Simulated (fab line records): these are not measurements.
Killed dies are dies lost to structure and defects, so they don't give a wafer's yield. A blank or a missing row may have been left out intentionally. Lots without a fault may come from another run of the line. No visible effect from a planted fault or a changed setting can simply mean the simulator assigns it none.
Struck lot and sound lot, side by side + flow n5-finfet + 15 steps out of a route of 1938
Sound: wafers L778.2, L778.3, L778.5. Struck: wafer L788.1 (L788.3, L788.5, from the same lot, were not struck and are left out); the cause is given at the end.
Each step with rows lists, per side, the tool, then ch with its chambers, then its first start. Under that, the readings that differ: sound wafers + struck wafers + difference of the means + sigmas: that difference in standard deviations of wafers without a fault.
alike: readings with means less than 2 such deviations apart, plus words and numbers identical on both sides. not compared: withheld readings, readings lacking a value on some wafer, bounds such as >300 that could conceal the same value, and numbers that have no deviation in the record and whose values overlap.
The two part at a step that has a row with sigmas, a row that says differs or no value, or rows on one side only. Numbers that don't overlap but have no deviation are shown without sigmas and don't part them. A reading that every wafer of one side lacks parts them only if that side has two wafers or more.

first, 7 steps without rows for these wafers: N5_BEOL_M6_COAT_71 (time 60 s, resist thk 5 nm); N5_BEOL_M6_COAT_22 (resist thk 30 nm); N5_BEOL_M6_EBR_24; N5_BEOL_M6_SOFTBAKE_23 (time 60 s); N5_BEOL_M6_EXPOSE_25 (exposes mask V5, target cd 40 nm); N5_BEOL_M6_PEB_26 (peb time 60 s); N5_BEOL_M6_DEVELOP_27 (develop time 30 s).
N5_BEOL_M6_CD_MEAS_28: target cd 40 nm.
  sound on cd-sem-02 ch 0, day 9 00:06; struck on cd-sem-03 ch 0, day 12 04:10
  alike: cd-nm
N5_BEOL_M6_OVL_MEAS_29:
  sound on overlay-02 ch 0, day 9 00:08; struck on overlay-02 ch 0, day 12 04:12
  alike: V5_OVL
N5_BEOL_M6_INSPECT_30: inspects for defects (brightfield).
  sound on defect-inspect-02, day 9 00:11; struck on defect-inspect-02, day 12 04:16
  alike: raw-defect-count
N5_BEOL_M6_DESCUM_33: chemistry O2, time 7 s.
  sound on rie-diel-01 ch 0,2, day 9 00:28; struck on rie-diel-04 ch 3, day 12 04:17
| reading                         | sound             | struck | difference | sigmas |
|---------------------------------|-------------------|--------|------------|--------|
| rf-vpp-V (V)                    | 242.3 246.7 245.5 | 241.4  | -3.4       | -3     |
| showerhead-plenum-p-Torr (Torr) | 2.05 2.21 2.21    | 2.01   | -0.15      | -2     |
  alike: drypump-motor-current-A, oes-product-au, throttle-valve-pct
  not compared: rf-hours-counter-h
N5_BEOL_M6_ETCH_72: etches underlayer in N2/H2, target depth 6.5 nm, time 5.2 s.
  sound on rie-diel-01 ch 0,2, day 9 00:30; struck on rie-diel-04 ch 3, day 12 04:20
| reading             | sound             | struck | difference | sigmas |
|---------------------|-------------------|--------|------------|--------|
| h2-flow-sccm (sccm) | 200.6 200.2 200.8 | 199.3  | -1.2       | -2     |
| rf-vpp-V (V)        | 521.8 529.1 527.8 | 519.6  | -6.6       | -3     |
  alike: drypump-motor-current-A, etch-rf-on-time-s, oes-product-au, showerhead-plenum-p-Torr, throttle-valve-pct
  not compared: rf-hours-counter-h
N5_BEOL_M6_ETCH_65: etches SiARC in CF4, target depth 15.6 nm, time 26 s.
  sound on rie-diel-01 ch 0,2, day 9 00:31; struck on rie-diel-04 ch 3, day 12 04:20
| reading                         | sound          | struck | difference | sigmas |
|---------------------------------|----------------|--------|------------|--------|
| etch-rf-on-time-s (s)           | 26.1 26.0 26.0 | 18.3   | -7.7       | -11    |
| showerhead-plenum-p-Torr (Torr) | 2.08 2.24 2.24 | 2.06   | -0.13      | -2     |
  alike: drypump-motor-current-A, oes-product-au, rf-vpp-V, throttle-valve-pct
  not compared: rf-hours-counter-h
N5_BEOL_M6_ETCH_66: etches SOC in N2/H2, target depth 80 nm, overetch 16 nm, time 120 s.
  sound on rie-diel-01 ch 0,2, day 9 00:32; struck on rie-diel-04 ch 3, day 12 04:22
| reading             | sound             | struck | difference | sigmas |
|---------------------|-------------------|--------|------------|--------|
| h2-flow-sccm (sccm) | 200.5 200.6 200.8 | 198.7  | -1.9       | -4     |
  alike: drypump-motor-current-A, oes-product-au, rf-vpp-V, showerhead-plenum-p-Torr, throttle-valve-pct
  not compared: rf-hours-counter-h
-- record jumps: 4 days separate the struck wafers' starts on either side; left off in module BEOL_M6, taken up again in module PASSIVATION, whose first shown step is the route's number 1936 --
N5_PASSIVATION_PROBE_49:
  sound on prober-01, day 12 16:58; struck on prober-02, day 15 21:25
| reading     | sound    | struck | difference | sigmas |
|-------------|----------|--------|------------|--------|
| killed-open | 85 99 81 | 61     | -27        | -2     |
  alike: defect-limited-yield, killed_at_M0_to_M3, killed_at_M4_up, killed-at-contacts, killed-at-front-end, killed-at-other, killed-dies, killed-short, sort_bin_4_leakage, sort_bin_5_function, sort_bin_6_memory, sort-n-pass, sort-yield-pct

WHERE THEY PART
At N5_BEOL_M6_DESCUM_33 first; at N5_PASSIVATION_PROBE_49 last (within this record only).

WHY: whatever the simulator had introduced
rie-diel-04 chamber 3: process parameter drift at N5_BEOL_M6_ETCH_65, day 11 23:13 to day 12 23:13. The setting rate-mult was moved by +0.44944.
